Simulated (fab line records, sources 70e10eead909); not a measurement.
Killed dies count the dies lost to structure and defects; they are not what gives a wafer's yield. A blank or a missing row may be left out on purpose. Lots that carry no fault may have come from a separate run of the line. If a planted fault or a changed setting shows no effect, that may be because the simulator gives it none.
fab line records	flow nand-harc
record lots=24	wafers=72	last-day=33
route steps=1302 shown A_M0@1159 A_M1@1182 A_BONDPAD@1225 THIN_TSV@1300
lots with no fault: from the same line, run without faults
start-h: hours from the record's opening day to when the first of the lot's shown wafers began	wait-h: time in hours since the lot's previous step	" identical to the entry in the row above	L1.1+2: several wafers, shown together as one row	- no value, or no start was given	* or withheld: withheld	< > ~ a bound
route shown NAME@n: NAME is a module with steps in the file, n the number in the route of the first one	usual: mean/standard deviation taken from wafers without a fault	same: alike in all rows	chamber/n: place in a boat	sites: each site's reading	_std_site: the values' standard deviation	_edge_site: inner sites' mean taken away from outer sites' mean	radius-mm: how far each site lies from the wafer's centre	mask NAME#n: copy n	behind: the last tool/chamber to shape the wafer	hold: cause of the lot's hold/its duration in hours/its outcome	device: which transistor (n, p or np) failed to switch	end of line: the tests these same wafers got at the end of their route	where a step has no rows: the recipe by itself	killed: at the first sort, the dies lost to defects and structure; wafer yield is something else	map: a wafer's dies, x killed, . not, _ none there
set.NAME: the setting as run; set.NAME@STEP: as run at that earlier step	model.NAME: the simulator's own value behind a step, which no gauge read
one table for each step of the route and one row for each wafer, over a sample of lots
services: a tool's chamber out of use, with start hour (start-h, from the record's first day; less than 0 if before it), hours out, and reason
## steps
# step NHARC_A_M0_PVD_21
# recipe target-thk-a=300	chamber-pressure-pa=5	power-w=5000	substrate-temp-c=30	time-s=20.49	material=Cu
# usual cathode-dc-power-W=5000.0/1	throttle-valve-pct=30.5/0.85
lot.wafer	tool	chamber	start-h	wait-h	cathode-dc-power-W	throttle-valve-pct
L074.1	pvd-sputter-02	-	-	-	4999.6	31.2
L074.5	"	-	"	"	5000.2	30.7
L074.6	"	-	"	"	4998.0	30.3
L075.2	pvd-sputter-02	-	-	-	5000.6	30.3
L075.3	"	-	"	"	4999.1	31.7
L075.6	"	-	"	"	4998.4	30.3
L076.2	pvd-sputter-01	-	-	-	4999.7	30.4
L076.4	"	-	"	"	5000.7	30.0
L076.6	"	-	"	"	5000.0	30.7
L078.4	pvd-sputter-03	-	-	-	4999.4	29.9
L078.1	"	-	"	"	5001.3	30.4
L078.5	"	-	"	"	5000.9	29.8
L080.1	pvd-sputter-02	-	-	-	5000.4	30.4
L080.2	"	-	"	"	4998.8	28.9
L080.6	"	-	"	"	5001.1	30.4
L079.3	pvd-sputter-01	-	-	-	5000.2	30.5
L079.1	"	-	"	"	4999.9	30.0
L079.6	"	-	"	"	4999.0	30.0
L077.1	pvd-sputter-03	-	-	-	4999.4	29.4
L077.5	"	-	"	"	5000.4	30.3
L077.6	"	-	"	"	5001.8	29.3
L081.3	pvd-sputter-02	-	-	-	5000.3	30.4
L081.1	"	-	"	"	5000.6	29.2
L081.4	"	-	"	"	5001.9	31.1
L082.1	pvd-sputter-03	-	-	-	5000.6	30.3
L082.2	"	-	"	"	5001.0	29.4
L082.3	"	-	"	"	5000.6	30.1
L083.3	pvd-sputter-01	-	-	-	4999.6	30.8
L083.4	"	-	"	"	5000.4	30.8
L083.5	"	-	"	"	4998.8	31.0
L084.2	pvd-sputter-02	-	-	-	4998.0	30.2
L084.3	"	-	"	"	4999.3	31.6
L084.6	"	-	"	"	5000.0	30.3
L085.4	pvd-sputter-01	-	-	-	5000.2	30.8
L085.1	"	-	"	"	4998.8	30.7
L085.6	"	-	"	"	4999.2	31.2
L086.4	pvd-sputter-02	-	-	-	5000.3	30.7
L086.1	"	-	"	"	5000.7	30.5
L086.5	"	-	"	"	4999.2	31.1
L089.3	pvd-sputter-02	-	-	-	5000.7	31.2
L089.4	"	-	"	"	5000.3	28.9
L089.5	"	-	"	"	5000.6	31.6
L090.1	pvd-sputter-03	-	-	-	4999.8	30.4
L090.5	"	-	"	"	4998.5	30.0
L090.6	"	-	"	"	4999.8	30.3
L087.2	pvd-sputter-01	-	-	-	4998.8	30.1
L087.4	"	-	"	"	5000.5	31.2
L087.5	"	-	"	"	5001.5	31.1
L088.1	pvd-sputter-03	-	-	-	4998.8	30.2
L088.5	"	-	"	"	4999.4	30.4
L088.6	"	-	"	"	4999.5	29.0
L093.4	pvd-sputter-02	-	-	-	4998.3	31.0
L093.3	"	-	"	"	4998.7	31.4
L093.2	"	-	"	"	4998.8	28.8
L092.1	pvd-sputter-02	-	-	-	5000.5	28.8
L092.2	"	-	"	"	4998.7	32.0
L092.4	"	-	"	"	5000.9	31.2
L091.3	pvd-sputter-01	-	-	-	5000.1	30.0
L091.1	"	-	"	"	4999.1	30.8
L091.4	"	-	"	"	4999.1	31.4
L094.3	pvd-sputter-02	-	-	-	5000.4	31.6
L094.5	"	-	"	"	5000.3	32.0
L094.6	"	-	"	"	4999.2	31.2
L096.4	pvd-sputter-03	-	-	-	5000.3	31.2
L096.5	"	-	"	"	5002.1	29.5
L096.6	"	-	"	"	4999.1	28.7
L095.1	pvd-sputter-02	-	-	-	5000.7	31.0
L095.4	"	-	"	"	4999.8	31.3
L095.3	"	-	"	"	5000.5	32.0
L097.1	pvd-sputter-02	-	-	-	4998.3	32.0
L097.4	"	-	"	"	5000.5	28.5
L097.6	"	-	"	"	4999.8	31.2
# step NHARC_A_M1_DESCUM_14
# recipe time-s=3	o2-flow-sccm=200	ar-flow-sccm=0	bias-power-w=0	chemistry=O2
# usual drypump-motor-current-A=5.7/0.46	oes-product-au=1.000/0.0066	rf-vpp-V=57.7/0.82	showerhead-plenum-p-Torr=1.93/0.084	throttle-valve-pct=11.312/0.0085
lot.wafer	tool	chamber	start-h	wait-h	drypump-motor-current-A	oes-product-au	rf-hours-counter-h	rf-vpp-V	showerhead-plenum-p-Torr	throttle-valve-pct
L074.1	rie-diel-07	0	536.75	0.1	4.8	1.006	1.1	56.1	2.02	11.310
L074.5	"	2	"	"	5.8	0.993	-	56.8	1.86	11.301
L074.6	"	3	"	"	5.7	0.988	-	57.7	1.88	11.316
L075.2	rie-diel-07	0	538.20	0.1	4.8	0.999	1.1	57.6	2.02	11.316
L075.3	"	2	"	"	5.8	1.006	0.9	58.1	1.86	11.320
L075.6	"	0	"	"	4.7	1.004	-	57.9	2.02	11.315
L076.4	rie-diel-12	2	554.13	0.1	5.8	0.991	6.2	58.0	1.91	11.303
L076.2	"	1	"	"	5.5	1.007	5.8	57.8	2.05	11.330
L076.6	"	3	"	"	5.6	1.007	-	58.7	1.80	11.307
L078.4	rie-diel-12	1	556.28	0.1	5.5	1.007	5.8	57.3	2.05	11.290
L078.1	"	3	"	"	5.7	1.006	7.6	57.6	1.80	11.310
L078.5	"	0	"	"	5.8	0.998	-	57.7	1.78	11.309
L080.2	rie-diel-08	2	567.50	0.1	6.1	0.995	0.7	57.2	1.97	11.316
L080.1	"	3	"	"	5.3	1.004	0.6	57.8	1.90	11.316
L080.6	"	2	"	"	6.1	1.001	-	57.7	1.97	11.300
L079.1	rie-diel-08	0	569.70	0.1	5.2	1.010	0.5	56.8	1.95	11.325
L079.3	"	2	"	"	6.1	0.996	0.8	57.4	1.97	11.310
L079.6	"	3	"	"	5.3	1.006	-	58.2	1.90	11.305
L077.1	rie-diel-08	3	576.55	0.1	5.3	1.002	1.3	57.6	1.90	11.296
L077.6	"	1	"	"	6.5	1.000	-	57.0	1.87	11.308
L077.5	"	2	"	"	6.1	0.990	-	58.8	1.97	11.323
L081.1	rie-diel-07	0	591.04	0.1	4.8	0.994	2.3	56.5	2.02	11.313
L081.4	"	2	"	"	5.8	1.000	2.2	57.1	1.86	11.313
L081.3	"	3	"	"	5.8	0.997	1.9	59.2	1.88	11.302
L082.2	rie-diel-07	2	595.50	0.1	5.8	1.006	2.3	56.4	1.86	11.321
L082.3	"	3	"	"	5.8	0.993	1.9	57.1	1.88	11.303
L082.1	"	0	"	"	4.8	1.008	2.4	59.5	2.02	11.309
L083.3	rie-diel-07	2	609.95	0.1	5.8	0.998	2.9	57.6	1.86	11.293
L083.4	"	3	"	"	5.8	0.992	2.4	58.4	1.88	11.306
L083.5	"	2	"	"	5.8	1.007	-	57.6	1.86	11.298
L084.3	rie-diel-07	3	626.50	0.1	5.8	1.002	3.0	58.3	1.88	11.310
L084.2	"	0	"	"	4.8	0.989	3.5	57.9	2.02	11.311
L084.6	"	2	"	"	5.8	1.000	-	58.2	1.86	11.319
L085.1	rie-diel-07	0	627.26	0.5	4.8	1.000	3.5	57.9	2.02	11.312
L085.4	"	2	"	"	5.8	1.006	3.2	58.1	1.86	11.321
L085.6	"	0	"	"	4.8	1.006	-	58.0	2.02	11.311
L086.4	rie-diel-12	2	639.37	0.1	5.8	0.995	0.6	58.2	1.91	11.328
L086.1	"	3	"	"	5.6	0.995	0.6	58.1	1.80	11.319
L086.5	"	3	"	"	5.6	1.001	-	56.7	1.80	11.309
L089.3	rie-diel-07	0	661.21	0.1	4.8	0.997	0.1	58.3	2.02	11.323
L089.4	"	1	"	"	6.2	1.009	0.1	57.5	2.05	11.310
L089.5	"	3	"	"	5.8	0.995	-	57.2	1.88	11.302
L090.1	rie-diel-07	0	662.54	0.1	4.8	0.990	0.2	58.1	2.02	11.311
L090.5	"	1	"	"	6.2	1.008	-	58.7	2.05	11.313
L090.6	"	2	"	"	5.8	1.004	-	56.8	1.86	11.316
L087.2	rie-diel-07	1	663.98	0.1	6.2	1.002	0.2	59.3	2.05	11.327
L087.4	"	2	"	"	5.8	0.996	0.3	57.3	1.86	11.313
L087.5	"	2	"	"	5.8	1.000	-	57.9	1.86	11.307
L088.1	rie-diel-07	1	665.23	0.1	6.2	1.008	0.3	57.3	2.05	11.303
L088.6	"	2	"	"	5.8	1.000	-	57.6	1.86	11.300
L088.5	"	3	"	"	5.8	0.980	-	56.7	1.88	11.307
L093.4	rie-diel-07	1	705.40	0.1	6.2	1.001	1.0	58.7	2.05	11.310
L093.2	"	2	"	"	5.8	0.999	1.5	58.3	1.86	11.325
L093.3	"	3	"	"	5.8	0.990	1.4	57.3	1.88	11.316
L092.4	rie-diel-08	0	707.96	0.1	5.2	1.013	9.0	57.8	1.95	11.320
L092.1	"	1	"	"	6.4	1.018	8.1	56.0	1.87	11.304
L092.2	"	3	"	"	5.3	1.013	7.8	57.1	1.90	11.304
L091.4	rie-diel-07	2	716.54	0.1	5.8	0.999	1.7	58.7	1.86	11.311
L091.1	"	0	"	"	4.8	1.006	1.8	57.4	2.02	11.308
L091.3	"	1	"	"	6.2	1.002	1.2	59.7	2.05	11.315
L094.3	rie-diel-12	1	736.24	0.1	5.5	0.987	6.0	58.1	2.05	11.314
L094.5	"	3	"	"	5.7	0.983	-	59.3	1.80	11.316
L094.6	"	0	"	"	5.8	1.001	-	58.1	1.78	11.322
L096.4	rie-diel-08	0	737.01	0.1	5.2	0.993	0.0	58.1	1.95	11.304
L096.5	"	3	"	"	5.3	1.001	-	57.2	1.90	11.312
L096.6	"	0	"	"	5.2	0.997	-	57.1	1.95	11.315
L095.4	rie-diel-07	2	737.35	0.1	5.8	0.994	2.4	55.8	1.86	11.308
L095.3	"	3	"	"	5.8	1.001	2.4	57.1	1.88	11.312
L095.1	"	0	"	"	4.8	1.006	2.5	57.2	2.02	11.315
L097.4	rie-diel-07	1	749.92	0.1	6.2	1.001	2.3	57.5	2.05	11.317
L097.1	"	3	"	"	5.8	0.993	2.7	57.7	1.88	11.316
L097.6	"	2	"	"	5.8	0.996	-	57.2	1.86	11.317
# step NHARC_A_M1_ETCH_35
# recipe target-depth-a=400	overetch-a=120	time-s=43.94	ion-energy-ev=200	n2-flow-sccm=150	h2-flow-sccm=150	ar-flow-sccm=0	rf-w=400	bias-w=150	chemistry=N2/H2
# usual drypump-motor-current-A=5.6/0.49	oes-product-au=0.999/0.0072	rf-fwd-power-W=395.4/1.6	rf-vpp-V=431.2/2.7	showerhead-plenum-p-Torr=2.06/0.093	throttle-valve-pct=14.171/0.0097
lot.wafer	tool	chamber	start-h	wait-h	drypump-motor-current-A	oes-product-au	rf-fwd-power-W	rf-hours-counter-h	rf-vpp-V	showerhead-plenum-p-Torr	throttle-valve-pct
L074.1	rie-diel-07	1	536.82	0.1	6.2	1.000	395.8	1.2	434.2	2.19	14.164
L074.6	"	0	"	"	4.8	0.997	395.6	-	434.1	2.15	14.162
L074.5	"	1	"	"	6.2	0.993	395.4	-	433.9	2.19	14.157
L075.2	rie-diel-07	2	538.30	0.1	5.8	1.011	394.2	0.9	428.8	1.99	14.171
L075.3	"	3	"	"	5.8	0.997	398.1	0.9	431.4	2.00	14.180
L075.6	"	0	"	"	4.8	0.996	396.4	-	433.5	2.15	14.180
L076.2	rie-diel-12	3	554.21	0.1	5.7	1.004	397.1	7.6	427.6	1.92	14.190
L076.4	"	1	"	"	5.5	1.009	397.1	5.8	435.2	2.19	14.172
L076.6	"	3	"	"	5.7	1.017	396.6	-	426.1	1.92	14.166
L078.4	rie-diel-12	3	556.36	0.1	5.6	1.005	398.9	7.6	427.4	1.92	14.189
L078.1	"	0	"	"	5.8	1.002	394.1	6.8	427.0	1.90	14.160
L078.5	"	3	"	"	5.6	1.002	397.4	-	426.0	1.92	14.188
L080.2	rie-diel-08	2	567.61	0.1	6.1	1.003	397.1	0.7	431.7	2.11	14.168
L080.1	"	3	"	"	5.3	0.994	394.6	0.6	431.4	2.03	14.164
L080.6	"	0	"	"	5.2	0.996	393.8	-	431.4	2.08	14.173
L079.3	rie-diel-08	3	569.81	0.1	5.3	1.008	394.7	0.7	431.0	2.03	14.156
L079.1	"	0	"	"	5.2	1.002	394.0	0.5	431.3	2.08	14.156
L079.6	"	2	"	"	6.1	1.003	396.7	-	432.2	2.11	14.176
L077.1	rie-diel-08	2	576.62	0.1	6.1	1.000	396.2	1.3	430.4	2.10	14.167
L077.5	"	2	"	"	6.1	0.990	397.1	-	431.8	2.10	14.176
L077.6	"	3	"	"	5.3	0.999	394.3	-	430.4	2.03	14.161
L081.3	rie-diel-07	2	591.13	0.1	5.8	1.004	394.2	2.2	428.6	1.99	14.176
L081.1	"	0	"	"	4.8	0.986	395.7	2.3	434.3	2.15	14.189
L081.4	"	1	"	"	6.2	0.999	397.6	2.5	435.4	2.19	14.177
L082.2	rie-diel-07	0	595.60	0.1	4.8	0.995	396.4	2.4	433.3	2.15	14.156
L082.1	"	2	"	"	5.8	1.012	394.6	2.3	428.7	1.99	14.169
L082.3	"	3	"	"	5.8	0.996	395.2	1.9	429.3	2.00	14.168
L083.4	rie-diel-07	2	610.05	0.1	5.8	1.009	395.4	2.9	428.4	1.98	14.168
L083.3	"	3	"	"	5.8	0.997	395.9	2.4	430.1	2.00	14.173
L083.5	"	1	"	"	6.2	0.997	395.8	-	434.1	2.19	14.176
L084.2	rie-diel-07	2	626.58	0.1	5.8	1.005	393.9	3.2	429.7	1.99	14.169
L084.3	"	1	"	"	6.2	1.002	396.4	3.6	435.3	2.19	14.185
L084.6	"	2	"	"	5.8	1.004	394.6	-	429.3	1.98	14.172
L085.4	rie-diel-07	2	627.36	0.1	5.8	0.998	394.1	3.2	428.8	1.98	14.186
L085.1	"	3	"	"	5.8	0.992	398.7	3.0	430.8	2.00	14.184
L085.6	"	1	"	"	6.2	1.002	395.0	-	436.3	2.19	14.168
L086.1	rie-diel-12	0	639.46	0.1	5.8	0.997	393.4	1.0	426.5	1.90	14.162
L086.4	"	1	"	"	5.5	0.985	396.5	1.0	435.4	2.19	14.176
L086.5	"	0	"	"	5.8	1.002	392.6	-	426.0	1.90	14.165
L089.3	rie-diel-07	3	661.29	0.1	5.8	0.993	396.9	0.1	429.5	2.00	14.175
L089.4	"	1	"	"	6.2	0.997	393.9	0.2	433.0	2.19	14.158
L089.5	"	0	"	"	4.8	0.994	396.9	-	433.7	2.15	14.161
L090.1	rie-diel-07	2	662.60	0.1	5.8	0.991	392.9	0.2	428.3	1.98	14.188
L090.6	"	2	"	"	5.8	0.998	392.8	-	428.1	1.98	14.160
L090.5	"	3	"	"	5.8	0.994	397.6	-	430.5	2.00	14.164
L087.4	rie-diel-07	0	664.07	0.1	4.8	1.001	397.0	0.2	433.1	2.15	14.178
L087.2	"	1	"	"	6.2	0.999	393.3	0.3	434.1	2.19	14.180
L087.5	"	0	"	"	4.8	0.994	396.2	-	432.2	2.15	14.158
L088.1	rie-diel-07	1	665.29	0.1	6.2	1.003	396.5	0.3	435.0	2.19	14.166
L088.6	"	0	"	"	4.7	0.992	394.6	-	433.8	2.15	14.166
L088.5	"	1	"	"	6.2	1.000	395.6	-	432.6	2.19	14.166
L093.4	rie-diel-07	3	705.48	0.1	5.8	0.999	396.4	1.5	428.4	2.00	14.164
L093.3	"	0	"	"	4.8	1.010	395.9	1.5	432.4	2.15	14.159
L093.2	"	2	"	"	5.8	0.998	389.6	1.5	428.5	1.98	14.187
L092.2	rie-diel-08	1	708.04	0.1	6.5	0.997	393.6	8.1	430.1	1.99	14.168
L092.4	"	3	"	"	5.3	0.993	396.4	7.8	430.5	2.02	14.185
L092.1	"	0	"	"	5.2	1.002	394.5	9.0	431.6	2.08	14.168
L091.3	rie-diel-07	3	716.63	0.1	5.8	0.999	394.1	1.7	430.6	2.00	14.174
L091.4	"	0	"	"	4.8	1.007	396.8	1.8	432.6	2.15	14.156
L091.1	"	1	"	"	6.2	1.003	395.0	1.2	435.0	2.19	14.175
L094.3	rie-diel-12	0	736.31	0.1	5.9	0.991	394.2	6.3	427.3	1.89	14.171
L094.5	"	3	"	"	5.7	0.994	395.6	-	425.3	1.91	14.160
L094.6	"	0	"	"	5.8	0.996	393.9	-	427.1	1.89	14.165
L096.4	rie-diel-08	2	737.08	0.1	6.1	1.002	398.5	0.0	431.9	2.10	14.175
L096.5	"	2	"	"	6.1	1.004	399.2	-	432.7	2.10	14.163
L096.6	"	3	"	"	5.3	0.997	395.8	-	430.6	2.02	14.151
L095.4	rie-diel-07	0	737.43	0.1	4.8	1.001	394.9	2.5	432.8	2.15	14.192
L095.1	"	2	"	"	5.8	1.005	394.9	2.4	430.7	1.98	14.170
L095.3	"	3	"	"	5.8	0.993	396.0	2.4	428.5	2.00	14.189
L097.4	rie-diel-07	3	750.01	0.1	5.8	0.991	395.3	2.7	430.3	2.00	14.181
L097.1	"	2	"	"	5.8	0.999	395.1	2.7	429.1	1.98	14.168
L097.6	"	3	"	"	5.8	0.996	396.4	-	429.7	2.00	14.155
# step NHARC_A_BONDPAD_DEGAS_25
# recipe temp-c=300	time-s=60
# usual heater-power-w=444/32
lot.wafer	tool	chamber	start-h	wait-h	heater-power-w
L074.1	pvd-sputter-01	-	542.29	-	493
L074.6	"	-	"	"	422
L074.5	"	-	"	"	492
L075.3	pvd-sputter-02	-	543.89	-	478
L075.2	"	-	"	"	452
L075.6	"	-	"	"	493
L076.2	pvd-sputter-02	-	559.85	-	436
L076.4	"	-	"	"	485
L076.6	"	-	"	"	394
L078.1	pvd-sputter-02	-	562.06	-	438
L078.4	"	-	"	"	487
L078.5	"	-	"	"	445
L080.1	pvd-sputter-01	-	573.33	-	426
L080.2	"	-	"	"	493
L080.6	"	-	"	"	490
L079.1	pvd-sputter-02	-	575.69	-	399
L079.3	"	-	"	"	481
L079.6	"	-	"	"	442
L077.1	pvd-sputter-03	-	582.10	-	392
L077.5	"	-	"	"	440
L077.6	"	-	"	"	482
L081.3	pvd-sputter-03	-	596.76	-	445
L081.4	"	-	"	"	449
L081.1	"	-	"	"	397
L082.1	pvd-sputter-01	-	601.23	-	468
L082.3	"	-	"	"	413
L082.2	"	-	"	"	498
L083.3	pvd-sputter-03	-	615.69	-	490
L083.4	"	-	"	"	403
L083.5	"	-	"	"	489
L084.3	pvd-sputter-02	-	632.46	-	399
L084.2	"	-	"	"	455
L084.6	"	-	"	"	428
L085.1	pvd-sputter-03	-	632.99	-	399
L085.4	"	-	"	"	441
L085.6	"	-	"	"	394
L086.4	pvd-sputter-01	-	644.92	-	456
L086.1	"	-	"	"	423
L086.5	"	-	"	"	419
L089.3	pvd-sputter-01	-	666.85	-	447
L089.4	"	-	"	"	455
L089.5	"	-	"	"	507
L090.1	pvd-sputter-03	-	668.12	-	469
L090.6	"	-	"	"	453
L090.5	"	-	"	"	400
L087.2	pvd-sputter-03	-	669.65	-	398
L087.4	"	-	"	"	491
L087.5	"	-	"	"	400
L088.1	pvd-sputter-02	-	670.95	-	448
L088.5	"	-	"	"	395
L088.6	"	-	"	"	427
L093.2	pvd-sputter-02	-	711.03	-	446
L093.3	"	-	"	"	398
L093.4	"	-	"	"	428
L092.2	pvd-sputter-02	-	713.54	-	415
L092.4	"	-	"	"	445
L092.1	"	-	"	"	406
L091.4	pvd-sputter-01	-	722.06	-	418
L091.3	"	-	"	"	497
L091.1	"	-	"	"	440
L094.3	pvd-sputter-03	-	742.18	-	492
L094.5	"	-	"	"	453
L094.6	"	-	"	"	488
L096.4	pvd-sputter-02	-	742.95	-	409
L096.5	"	-	"	"	456
L096.6	"	-	"	"	415
L095.3	pvd-sputter-01	-	743.29	-	407
L095.4	"	-	"	"	431
L095.1	"	-	"	"	472
L097.1	pvd-sputter-03	-	755.51	-	417
L097.4	"	-	"	"	469
L097.6	"	-	"	"	462
# step NHARC_A_BONDPAD_CMP_19
# recipe t-overpolish-s=30	cu-recess-touch-s=16	target-thk-nm=169.82
# usual motor-current-A=12.5/1	overpolish-run-s=30.001/0.0089
lot.wafer	tool	chamber	start-h	wait-h	motor-current-A	overpolish-run-s
L074.1	cmp-03	1	543.43	-	12.2	29.998
L074.5	"	2	"	"	13.4	29.999
L074.6	"	3	"	"	12.3	30.007
L075.3	cmp-02	2	545.04	-	12.2	29.999
L075.2	"	3	"	"	11.3	30.000
L075.6	"	1	"	"	11.7	29.985
L076.4	cmp-02	0	560.97	-	13.6	30.010
L076.2	"	1	"	"	11.5	30.009
L076.6	"	2	"	"	12.2	29.987
L078.4	cmp-03	2	563.19	-	13.5	30.009
L078.1	"	3	"	"	12.6	29.992
L078.5	"	0	"	"	12.6	29.995
L080.1	cmp-03	1	574.44	-	11.4	29.998
L080.2	"	2	"	"	13.5	30.002
L080.6	"	0	"	"	13.6	29.990
L079.3	cmp-02	0	576.77	-	13.9	29.993
L079.1	"	2	"	"	12.8	29.989
L079.6	"	0	"	"	13.4	29.996
L077.1	cmp-03	3	583.20	-	11.8	30.006
L077.5	"	2	"	"	12.8	29.987
L077.6	"	3	"	"	12.9	30.000
L081.3	cmp-02	1	598.24	-	11.3	29.992
L081.1	"	3	"	"	10.9	30.009
L081.4	"	0	"	"	13.1	30.011
L082.3	cmp-02	1	602.45	-	11.6	30.001
L082.2	"	2	"	"	12.3	29.996
L082.1	"	3	"	"	10.8	29.995
L083.4	cmp-03	3	616.76	-	12.6	29.995
L083.3	"	1	"	"	12.0	30.014
L083.5	"	0	"	"	12.7	29.989
L084.2	cmp-01	2	633.57	-	13.9	29.992
L084.3	"	3	"	"	11.1	30.001
L084.6	"	2	"	"	13.6	29.998
L085.4	cmp-02	2	634.06	-	11.8	30.024
L085.1	"	1	"	"	11.2	30.015
L085.6	"	3	"	"	10.5	30.009
L086.4	cmp-01	0	646.00	-	12.9	30.008
L086.1	"	3	"	"	10.8	29.997
L086.5	"	1	"	"	13.9	29.998
L089.3	cmp-01	2	668.07	-	13.5	30.002
L089.4	"	3	"	"	11.9	29.999
L089.5	"	2	"	"	14.7	29.992
L090.1	cmp-01	3	669.21	-	11.7	30.001
L090.5	"	2	"	"	14.6	29.991
L090.6	"	3	"	"	11.2	29.982
L087.2	cmp-01	2	670.81	-	13.5	30.004
L087.4	"	1	"	"	13.2	29.997
L087.5	"	3	"	"	11.6	30.001
L088.1	cmp-01	1	672.00	-	14.0	29.997
L088.5	"	1	"	"	13.9	29.999
L088.6	"	2	"	"	13.1	30.011
L093.3	cmp-02	2	712.11	-	13.0	30.000
L093.4	"	3	"	"	10.9	30.003
L093.2	"	0	"	"	13.3	30.018
L092.2	cmp-03	3	714.67	-	12.0	30.007
L092.4	"	0	"	"	12.7	29.999
L092.1	"	1	"	"	12.4	29.986
L091.4	cmp-03	2	723.15	-	13.3	29.993
L091.3	"	3	"	"	13.4	30.005
L091.1	"	0	"	"	12.6	29.989
L094.3	cmp-02	1	743.49	-	11.9	29.994
L094.6	"	0	"	"	14.0	30.010
L094.5	"	1	"	"	11.6	30.011
L096.4	cmp-01	2	744.08	-	13.4	29.999
L096.6	"	0	"	"	12.8	30.003
L096.5	"	1	"	"	13.3	30.001
L095.4	cmp-02	2	744.38	-	13.6	30.000
L095.3	"	3	"	"	10.2	30.017
L095.1	"	1	"	"	12.9	30.001
L097.1	cmp-02	0	756.66	-	13.6	30.010
L097.4	"	1	"	"	11.6	30.001
L097.6	"	2	"	"	13.0	29.991
# step NHARC_THIN_TSV_INSPECT_40
# usual raw-defect-count=560/84
lot.wafer	tool	chamber	start-h	wait-h	raw-defect-count
L074.1	defect-inspect-01	-	568.17	0.4	452
L074.5	"	-	"	"	420
L074.6	"	-	"	"	473
L075.2	defect-inspect-02	-	568.17	0.4	663
L075.3	"	-	"	"	704
L075.6	"	-	"	"	670
L078.1	defect-inspect-02	-	587.46	0.4	795
L078.4	"	-	"	"	727
L078.5	"	-	"	"	648
L076.2	defect-inspect-01	-	587.46	0.4	523
L076.4	"	-	"	"	485
L076.6	"	-	"	"	471
L079.1	defect-inspect-02	-	599.38	0.4	768
L079.3	"	-	"	"	625
L079.6	"	-	"	"	676
L080.1	defect-inspect-01	-	599.38	0.4	572
L080.2	"	-	"	"	612
L080.6	"	-	"	"	537
L077.1	defect-inspect-01	-	609.45	0.4	677
L077.5	"	-	"	"	506
L077.6	"	-	"	"	535
L082.1	defect-inspect-02	-	624.52	0.4	540
L082.2	"	-	"	"	505
L082.3	"	-	"	"	494
L081.1	defect-inspect-01	-	624.52	0.4	611
L081.3	"	-	"	"	612
L081.4	"	-	"	"	651
L083.3	defect-inspect-01	-	647.27	0.4	478
L083.4	"	-	"	"	508
L083.5	"	-	"	"	531
L084.2	defect-inspect-02	-	659.71	0.4	367
L084.3	"	-	"	"	450
L084.6	"	-	"	"	457
L085.1	defect-inspect-01	-	659.71	0.4	490
L085.4	"	-	"	"	554
L085.6	"	-	"	"	643
L086.1	defect-inspect-02	-	672.51	0.4	473
L086.4	"	-	"	"	537
L086.5	"	-	"	"	618
L090.1	defect-inspect-01	-	697.76	0.4	557
L090.5	"	-	"	"	536
L090.6	"	-	"	"	511
L089.3	defect-inspect-01	-	697.77	0.4	607
L089.4	"	-	"	"	562
L089.5	"	-	"	"	597
L087.2	defect-inspect-01	-	697.77	0.4	555
L087.4	"	-	"	"	513
L087.5	"	-	"	"	486
L088.1	defect-inspect-01	-	697.78	0.4	530
L088.5	"	-	"	"	497
L088.6	"	-	"	"	614
L092.1	defect-inspect-01	-	738.09	0.4	501
L092.2	"	-	"	"	626
L092.4	"	-	"	"	494
L093.2	defect-inspect-02	-	738.09	0.4	565
L093.3	"	-	"	"	534
L093.4	"	-	"	"	518
L091.1	defect-inspect-01	-	751.65	0.4	464
L091.3	"	-	"	"	488
L091.4	"	-	"	"	529
L094.3	defect-inspect-01	-	770.14	0.4	568
L094.5	"	-	"	"	640
L094.6	"	-	"	"	598
L096.4	defect-inspect-01	-	770.15	0.4	602
L096.5	"	-	"	"	594
L096.6	"	-	"	"	599
L095.1	defect-inspect-01	-	770.15	0.4	615
L095.3	"	-	"	"	569
L095.4	"	-	"	"	548
L097.1	defect-inspect-02	-	784.54	0.4	596
L097.4	"	-	"	"	527
L097.6	"	-	"	"	638
## services
tool	chamber	start-h	hours	kind
cmp-02	-	518.57	2.6	repair
cmp-02	-	526.60	4.0	pm
pvd-sputter-03	-	535.22	10.0	pm
cmp-02	-	535.30	0.3	repair
rie-diel-08	-	544.80	9.0	pm
rie-diel-07	3	546.66	8.5	repair
pvd-sputter-01	-	553.70	2.7	repair
rie-diel-08	1	560.81	10.7	repair
pvd-sputter-01	-	570.31	2.8	repair
pvd-sputter-01	-	582.00	10.0	pm
rie-diel-08	1	586.15	5.6	repair
rie-diel-07	1	593.62	5.2	repair
rie-diel-08	3	595.29	8.0	repair
rie-diel-08	-	600.66	0.7	repair
rie-diel-07	2	611.95	9.3	repair
cmp-02	-	624.60	4.0	pm
pvd-sputter-02	-	638.07	10.0	pm
rie-diel-07	-	648.20	9.0	pm
rie-diel-07	1	667.54	6.8	repair
pvd-sputter-03	-	713.22	10.0	pm
rie-diel-08	-	721.80	9.0	pm
cmp-02	-	722.60	4.0	pm
rie-diel-08	2	740.51	4.6	repair
rie-diel-07	-	751.60	0.3	repair
## key
fault none
